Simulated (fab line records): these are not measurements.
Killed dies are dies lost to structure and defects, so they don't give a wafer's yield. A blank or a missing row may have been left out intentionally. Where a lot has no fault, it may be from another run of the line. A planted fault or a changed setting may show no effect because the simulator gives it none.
Chamber matching    flow nandHarc    NHARC_P_M2_DEP_33 on pecvd-03: 3 sister chambers
The step deposits SiCN, target thk 30 nm. 6 wafers are shown with their chamber, then 11 later ones without.

WAFERS, EACH WITH ITS CHAMBER
wafer   chamber  showerheadVppV (V)  heaterPowerW (W)
L085.2  2        1375                509
L085.6  0        1294                508
L087.2  1        1369                547
L087.4  2        1340                423
L087.5  1        1370                563
L093.3  0        1311                548

WAFERS WHOSE CHAMBER IS MISSING
wafer   showerheadVppV (V)  heaterPowerW (W)
L093.5  1295                573
L093.6  1349                495
L094.4  1355                578
L094.5  1289                545
L094.6  1366                540
L095.1  1352                483
L095.2  1261                542
L095.5  1382                557
L096.1  1373                565
L096.2  1339                473
L096.3  1315                494

EACH ONE'S CHAMBER
wafer   from the rows above           in truth
L093.5  0                             0
L093.6  can't be placed: 2 or 1       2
L094.4  can't be placed: 1 or 2       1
L094.5  0                             0
L094.6  can't be placed: 1 or 2       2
L095.1  can't be placed: 2 or 1       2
L095.2  0                             0
L095.5  can't be placed: 1 or 2       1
L096.1  1                             1
L096.2  can't be placed: 2 or 0 or 1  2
L096.3  can't be placed: 0 or 2       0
Correctly placed: 4 of 11. Unplaceable from these rows: 7, with the true chamber sitting among the candidates in 7. Wrongly placed: 0.
How it was worked out, from the rows above alone: a wafer's distance from a chamber is the root of the sum, over the readings, of the square of ((its reading less the chamber's mean) divided by the reading's scatter). If the next closest chamber is less than 2 further off than the closest, the wafer can't be placed; otherwise it belongs to the closest. A chamber's mean is the mean of its shown wafers. How the scatter is found: for the shown wafers, subtract from each reading the mean of its chamber, square and add these, divide the total by (wafers less chambers), then take the root.
